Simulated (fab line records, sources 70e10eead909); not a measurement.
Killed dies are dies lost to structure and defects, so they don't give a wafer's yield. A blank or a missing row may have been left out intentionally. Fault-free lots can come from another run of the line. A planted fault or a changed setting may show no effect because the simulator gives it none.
fab line records ; flow nand_harc
record lots=15; wafers=45; last_day=33
route steps=1302 shown THIN_TSV@1280
lots untouched by any fault: they come from a run of this same line in which no faults occurred
start_h: start of the lot's first displayed wafer, in hours after the record's first day ; wait_h: hours from the lot's prior step to this one ; " repeats the value in the row above ; L1.1+2: a row that stands for several wafers ; - no value present, or no start provided ; * or withheld: withheld ; < > ~ a bound
route shown NAME@n: NAME is a module with steps in the file, n the number in the route of the first one ; usual: the fault-free wafers' mean and standard deviation ; same: alike in all rows ; chamber/n: place in a boat ; sites: readings site by site ; _std_site: the standard deviation of these ; _edge_site: inner sites' mean taken away from outer sites' mean ; radius_mm: how far each site lies from the wafer's centre ; mask NAME#n: copy n ; behind: the last tool/chamber to shape the wafer ; hold: why the lot was held/for how many hours/how that ended ; device: whichever transistor did not switch (one of n, p or np) ; end of line: tests run on the same wafers once the route is complete ; a step given without rows: its recipe and nothing more ; killed: the dies lost at the first sort to structure and to defects; this is not the yield of the wafer ; map: per-die view of a wafer (x killed, . not killed, _ where there is no die)
set.NAME: the setting the step ran with; set.NAME@STEP: the setting that earlier step ran with ; model.NAME: the simulator's own value behind a step, which no gauge read
a sample of lots followed through the steps of the route, with each step as a table and each wafer as a row
services: the hour from which a tool's chamber was out of use, counted from the record's first day as start_h (under 0 if before that day), plus the number of hours and why
## steps
# step NHARC_THIN_TSV_PRE_CLEAN_54
# recipe time_s=30; temp_c=280; gas=H2/He
# usual heater_power_w=429/44; susceptor_temp_C=279.96/0.18
lot.wafer;tool;chamber;start_h;wait_h;heater_power_w;susceptor_temp_C
L466.2;pvd_sputter-03;-;545.56;0.1;443;-
L466.5;pvd_sputter-03;-;545.56;0.1;461;-
L466.6;pvd_sputter-03;-;545.56;0.1;355;-
L470.2;pvd_sputter-01;-;587.40;0.1;479;279.88
L470.1;pvd_sputter-01;-;587.40;0.1;466;279.96
L470.5;pvd_sputter-01;-;587.40;0.1;434;279.78
L468.4;pvd_sputter-03;-;588.44;0.0;365;-
L468.1;pvd_sputter-03;-;588.44;0.0;448;-
L468.6;pvd_sputter-03;-;588.44;0.0;430;-
L469.4;pvd_sputter-03;-;591.97;0.1;443;280.11
L469.6;pvd_sputter-03;-;591.97;0.1;358;279.97
L469.5;pvd_sputter-03;-;591.97;0.1;444;280.00
L476.3;pvd_sputter-03;-;642.41;0.1;447;280.10
L476.5;pvd_sputter-03;-;642.41;0.1;446;279.92
L476.6;pvd_sputter-03;-;642.41;0.1;364;279.84
L475.3;pvd_sputter-01;-;647.20;0.0;460;-
L475.2;pvd_sputter-01;-;647.20;0.0;471;-
L475.5;pvd_sputter-01;-;647.20;0.0;463;-
L478.3;pvd_sputter-03;-;666.37;0.1;349;-
L478.1;pvd_sputter-03;-;666.37;0.1;444;-
L478.6;pvd_sputter-03;-;666.37;0.1;438;-
L480.2;pvd_sputter-01;-;679.08;0.1;427;279.41
L480.3;pvd_sputter-01;-;679.08;0.1;472;279.69
L480.6;pvd_sputter-01;-;679.08;0.1;446;280.09
L481.2;pvd_sputter-02;-;686.83;0.1;450;-
L481.3;pvd_sputter-02;-;686.83;0.1;490;-
L481.4;pvd_sputter-02;-;686.83;0.1;449;-
L482.3;pvd_sputter-02;-;699.64;0.1;495;279.51
L482.4;pvd_sputter-02;-;699.64;0.1;443;280.01
L482.5;pvd_sputter-02;-;699.64;0.1;446;280.07
L484.4;pvd_sputter-01;-;732.54;0.1;475;279.78
L484.1;pvd_sputter-01;-;732.54;0.1;441;279.73
L484.5;pvd_sputter-01;-;732.54;0.1;443;279.77
L485.1;pvd_sputter-03;-;751.98;0.1;380;279.84
L485.5;pvd_sputter-03;-;751.98;0.1;366;280.03
L485.6;pvd_sputter-03;-;751.98;0.1;410;279.76
L487.3;pvd_sputter-02;-;763.07;0.1;461;279.89
L487.4;pvd_sputter-02;-;763.07;0.1;452;280.29
L487.5;pvd_sputter-02;-;763.07;0.1;499;279.88
L488.3;pvd_sputter-03;-;764.34;0.1;464;280.28
L488.1;pvd_sputter-03;-;764.34;0.1;367;279.95
L488.5;pvd_sputter-03;-;764.34;0.1;379;280.12
L489.4;pvd_sputter-02;-;768.77;0.1;458;-
L489.2;pvd_sputter-02;-;768.77;0.1;431;-
L489.6;pvd_sputter-02;-;768.77;0.1;439;-
# step NHARC_THIN_TSV_DEVELOP_32
# recipe time_s=70
# usual chill_plate_temp_C=23.00/0.11; exhaust_pa=45.0/0.88
lot.wafer;tool;chamber;start_h;wait_h;chill_plate_temp_C;exhaust_pa
L466.2;litho_track-02;0;546;-;23.14;45.3
L466.5;litho_track-02;0;546;-;23.14;44.1
L466.6;litho_track-02;0;546;-;23.15;45.5
L470.1;litho_track-05;0;588;-;23.10;44.2
L470.2;litho_track-05;0;588;-;22.98;43.2
L470.5;litho_track-05;0;588;-;22.95;45.1
L468.1;litho_track-05;0;589;-;22.90;45.2
L468.4;litho_track-05;0;589;-;23.04;44.8
L468.6;litho_track-05;0;589;-;22.93;44.0
L469.4;litho_track-02;0;592;-;23.06;46.4
L469.5;litho_track-02;0;592;-;23.02;47.0
L469.6;litho_track-02;0;592;-;23.09;45.6
L476.3;litho_track-05;-;643;-;-;-
L476.5;litho_track-05;-;643;-;-;-
L476.6;litho_track-05;-;643;-;-;-
L475.2;litho_track-02;-;648;-;-;-
L475.3;litho_track-02;-;648;-;-;-
L475.5;litho_track-02;-;648;-;-;-
L478.1;litho_track-02;-;667;-;-;-
L478.3;litho_track-02;-;667;-;-;-
L478.6;litho_track-02;-;667;-;-;-
L480.2;litho_track-03;0;680;-;23.11;45.0
L480.3;litho_track-03;0;680;-;23.03;44.2
L480.6;litho_track-03;0;680;-;22.93;43.9
L481.2;litho_track-05;0;687;-;23.03;44.3
L481.3;litho_track-05;0;687;-;23.09;42.8
L481.4;litho_track-05;0;687;-;23.14;43.4
L482.3;litho_track-02;0;700;-;22.81;45.7
L482.4;litho_track-02;0;700;-;22.77;44.7
L482.5;litho_track-02;0;700;-;22.96;45.8
L484.1;litho_track-02;0;733;-;22.92;46.1
L484.4;litho_track-02;0;733;-;22.93;44.4
L484.5;litho_track-02;0;733;-;22.99;46.1
L485.1;litho_track-05;0;752;-;23.02;46.2
L485.5;litho_track-05;0;752;-;22.95;46.7
L485.6;litho_track-05;0;752;-;23.05;46.4
L487.3;litho_track-03;0;764;-;23.07;44.8
L487.4;litho_track-03;0;764;-;22.94;44.2
L487.5;litho_track-03;0;764;-;22.93;43.4
L488.1;litho_track-02;0;765;-;23.05;44.8
L488.3;litho_track-02;0;765;-;22.95;46.8
L488.5;litho_track-02;0;765;-;22.87;44.3
L489.2;litho_track-02;0;769;-;23.08;45.0
L489.4;litho_track-02;0;769;-;22.94;44.4
L489.6;litho_track-02;0;769;-;23.11;44.5
# step NHARC_THIN_TSV_ETCH_59
# recipe target_depth_a=8800; icp_w=900; bias_w=100; Cl2_flow_sccm=60; bcl3_flow_sccm=30; time_s=138.1; chemistry=Cl2/BCl3
# usual chamber_pressure_mTorr=9.999/0.009; drypump_motor_current_A=5.6/0.43; oes_product_au=1.001/0.01; throttle_valve_pct=22.265/0.009
lot.wafer;tool;chamber;start_h;wait_h;chamber_pressure_mTorr;drypump_motor_current_A;oes_product_au;rf_hours_counter_h;throttle_valve_pct
L466.2;rie_metal-02;0;546.80;0.1;9.993;6.2;1.008;1.8;22.270
L466.6;rie_metal-02;1;546.80;0.1;9.998;5.3;1.011;-;22.272
L466.5;rie_metal-02;0;546.80;0.1;9.996;6.1;1.014;-;22.278
L470.1;rie_metal-02;1;588.82;0.1;10.002;5.3;0.999;2.0;22.260
L470.2;rie_metal-02;0;588.82;0.1;9.990;6.2;1.005;2.6;22.262
L470.5;rie_metal-02;1;588.82;0.1;10.014;5.3;0.997;-;22.254
L468.1;rie_metal-01;1;589.83;0.1;10.008;5.4;1.006;0.2;22.262
L468.4;rie_metal-01;1;589.83;0.1;9.989;5.3;1.002;-;22.263
L468.6;rie_metal-01;0;589.83;0.1;9.995;6.2;0.988;-;22.277
L469.4;rie_metal-02;1;593.24;0.1;10.000;5.3;1.012;-;22.256
L469.6;rie_metal-02;1;593.24;0.1;10.006;5.3;1.010;-;22.266
L469.5;rie_metal-02;0;593.24;0.1;9.990;6.1;1.003;-;22.253
L476.3;rie_metal-02;1;643.89;0.2;9.997;5.3;1.015;-;22.268
L476.5;rie_metal-02;0;643.89;0.2;10.014;6.1;0.997;-;22.258
L476.6;rie_metal-02;1;643.89;0.2;10.006;5.3;0.999;-;22.269
L475.2;rie_metal-02;1;648.45;0.1;10.003;5.3;1.006;0.2;22.272
L475.3;rie_metal-02;0;648.45;0.1;10.000;6.1;0.982;-;22.259
L475.5;rie_metal-02;0;648.45;0.1;9.988;6.2;0.982;-;22.266
L478.1;rie_metal-02;1;667.76;0.2;10.006;5.3;1.019;0.4;22.258
L478.3;rie_metal-02;1;667.76;0.2;9.997;5.3;1.015;-;22.262
L478.6;rie_metal-02;1;667.76;0.2;9.997;5.3;1.012;-;22.275
L480.2;rie_metal-03;1;680.42;0.1;9.986;5.1;0.997;1.7;22.244
L480.3;rie_metal-03;0;680.42;0.1;10.007;5.8;0.987;-;22.259
L480.6;rie_metal-03;1;680.42;0.1;10.005;5.1;0.998;-;22.256
L481.2;rie_metal-01;1;688.13;0.2;9.998;5.3;1.001;-;22.255
L481.3;rie_metal-01;1;688.13;0.2;10.006;5.4;1.011;-;22.256
L481.4;rie_metal-01;1;688.13;0.2;10.021;5.4;1.011;-;22.277
L482.3;rie_metal-01;1;701.13;0.3;9.999;5.4;1.005;-;22.255
L482.4;rie_metal-01;1;701.13;0.3;10.008;5.4;1.004;-;22.274
L482.5;rie_metal-01;1;701.13;0.3;10.023;5.3;1.009;-;22.258
L484.1;rie_metal-02;0;733.82;0.1;10.015;6.2;0.980;1.8;22.273
L484.4;rie_metal-02;1;733.82;0.1;9.991;5.3;0.994;-;22.272
L484.5;rie_metal-02;0;733.82;0.1;10.009;6.1;0.987;-;22.274
L485.1;rie_metal-02;0;753.20;0.1;9.997;6.1;0.997;2.0;22.273
L485.5;rie_metal-02;0;753.20;0.1;9.994;6.1;0.996;-;22.260
L485.6;rie_metal-02;1;753.20;0.1;9.997;5.3;1.006;-;22.260
L487.4;rie_metal-01;1;764.48;0.2;10.012;5.4;0.989;-;22.274
L487.3;rie_metal-01;0;764.48;0.2;9.996;6.2;0.999;-;22.256
L487.5;rie_metal-01;1;764.48;0.2;9.993;5.3;0.994;-;22.265
L488.1;rie_metal-02;0;765.74;0.1;9.994;6.1;0.992;2.3;22.258
L488.3;rie_metal-02;1;765.74;0.1;10.004;5.3;1.006;-;22.272
L488.5;rie_metal-02;1;765.74;0.1;9.994;5.3;1.003;-;22.261
L489.2;rie_metal-03;0;770.12;0.1;10.000;5.8;0.991;1.1;22.267
L489.4;rie_metal-03;0;770.12;0.1;10.004;5.8;0.991;-;22.262
L489.6;rie_metal-03;0;770.12;0.1;10.007;5.8;0.995;-;22.258
# step NHARC_THIN_TSV_STRIP_56
# recipe power_w=1500; temp_c=250; chemistry=O2
# usual drypump_motor_current_A=6.2/0.45; heater_power_w=325/33
lot.wafer;tool;chamber;start_h;wait_h;drypump_motor_current_A;heater_power_w;rf_hours_counter_h
L466.2;plasma_asher-01;0;547.17;0.1;6.4;340;3
L466.5;plasma_asher-01;1;547.17;0.1;6.3;283;-
L466.6;plasma_asher-01;0;547.17;0.1;6.4;342;-
L470.2;plasma_asher-01;1;589.20;0.1;6.2;291;12
L470.1;plasma_asher-01;0;589.20;0.1;6.4;344;12
L470.5;plasma_asher-01;1;589.20;0.1;6.2;286;-
L468.1;plasma_asher-01;0;590.23;0.1;6.4;345;12
L468.4;plasma_asher-01;1;590.23;0.1;6.3;279;-
L468.6;plasma_asher-01;1;590.23;0.1;6.2;290;-
L469.4;plasma_asher-01;0;593.62;0.2;6.4;336;-
L469.6;plasma_asher-01;0;593.62;0.2;6.4;347;-
L469.5;plasma_asher-01;1;593.62;0.2;6.2;293;-
L476.3;plasma_asher-01;1;644.29;0.2;6.3;284;-
L476.6;plasma_asher-01;0;644.29;0.2;6.4;347;-
L476.5;plasma_asher-01;1;644.29;0.2;6.3;299;-
L475.2;plasma_asher-01;0;648.77;0.1;6.4;342;26
L475.3;plasma_asher-01;1;648.77;0.1;6.2;284;-
L475.5;plasma_asher-01;1;648.77;0.1;6.3;297;-
L478.1;plasma_asher-01;0;668.13;0.1;6.4;351;29
L478.3;plasma_asher-01;0;668.13;0.1;6.4;340;-
L478.6;plasma_asher-01;1;668.13;0.1;6.2;292;-
L480.2;plasma_asher-01;1;680.83;0.1;6.2;292;32
L480.3;plasma_asher-01;1;680.83;0.1;6.3;290;-
L480.6;plasma_asher-01;0;680.83;0.1;6.4;341;-
L481.2;plasma_asher-01;0;688.72;0.2;6.4;338;33
L481.4;plasma_asher-01;1;688.72;0.2;6.2;285;-
L481.3;plasma_asher-01;0;688.72;0.2;6.4;346;-
L482.3;plasma_asher-02;1;701.70;0.2;5.4;377;-
L482.4;plasma_asher-02;0;701.70;0.2;6.6;304;-
L482.5;plasma_asher-02;1;701.70;0.2;5.4;367;-
L484.1;plasma_asher-02;0;734.14;0.1;6.6;306;27
L484.4;plasma_asher-02;1;734.14;0.1;5.4;364;-
L484.5;plasma_asher-02;1;734.14;0.1;5.4;370;-
L485.1;plasma_asher-02;1;753.56;0.1;5.4;367;31
L485.5;plasma_asher-02;1;753.56;0.1;5.4;372;-
L485.6;plasma_asher-02;0;753.56;0.1;6.6;299;-
L487.4;plasma_asher-01;1;765.12;0.4;6.3;297;-
L487.3;plasma_asher-01;0;765.12;0.4;6.4;338;-
L487.5;plasma_asher-01;0;765.12;0.4;6.4;335;-
L488.1;plasma_asher-01;0;766.11;0.1;6.4;339;11
L488.3;plasma_asher-01;1;766.11;0.1;6.3;299;-
L488.5;plasma_asher-01;0;766.11;0.1;6.4;336;-
L489.2;plasma_asher-02;1;770.47;0.1;5.4;371;35
L489.4;plasma_asher-02;1;770.47;0.1;5.4;373;-
L489.6;plasma_asher-02;0;770.47;0.1;6.6;305;-
## services
tool;chamber;start_h;hours;kind
pvd_sputter-03;-;526.00;10.0;pm
rie_metal-02;-;527.39;0.6;repair
pvd_sputter-01;-;544.95;6.3;repair
rie_metal-03;1;554.05;74.0;repair
pvd_sputter-03;-;563.29;2.8;repair
rie_metal-01;-;575.00;9.0;pm
litho_track-02;-;577.00;7.0;pm
pvd_sputter-01;-;595.15;10.0;pm
plasma_asher-02;-;603.03;9.0;pm
pvd_sputter-01;-;611.79;6.4;repair
plasma_asher-02;-;619.55;3.8;repair
plasma_asher-01;-;620.14;1.5;repair
rie_metal-02;-;631.00;9.0;pm
pvd_sputter-02;-;641.98;10.0;pm
litho_track-05;-;649.00;7.0;pm
rie_metal-02;-;650.82;0.4;repair
rie_metal-02;-;657.51;0.6;repair
rie_metal-01;0;677.36;24.6;repair
plasma_asher-01;-;697.36;9.0;pm
pvd_sputter-03;-;704.00;10.0;pm
pvd_sputter-02;-;714.70;1.2;repair
pvd_sputter-03;-;733.59;2.1;repair
litho_track-02;-;752.00;7.0;pm
rie_metal-01;-;752.00;9.0;pm
## key
first_sign step=NHARC_THIN_TSV_DEVELOP_32; reading=tool_record; direction=missing
effect none on later readings
met_at NHARC_THIN_TSV_DEVELOP_32
struck_lots L475,L476,L478
later_rows_left_out L475.2,L475.3,L475.5,L476.3,L476.5,L476.6,L478.1,L478.3,L478.6
sort_left_out L475.2,L475.3,L475.5,L476.3,L476.5,L476.6,L478.1,L478.3,L478.6
not_acting_at NHARC_THIN_TSV_PRE_CLEAN_54,NHARC_THIN_TSV_ETCH_59,NHARC_THIN_TSV_STRIP_56
onset_between 592 643
fault kind=skipped_step_whole; tool=litho_track-02,litho_track-05; chamber=-; onset_h=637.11; steps=NHARC_THIN_TSV_DEVELOP_32; scope=struck_lots_only
# sort_left_out: the simulated sort isn't trusted on such a fault, so these wafers' sort isn't shown, and their yield isn't known
# later_rows_left_out: the simulator's readings of these wafers behind a module that went badly wrong aren't trusted and aren't shown, but for the sort
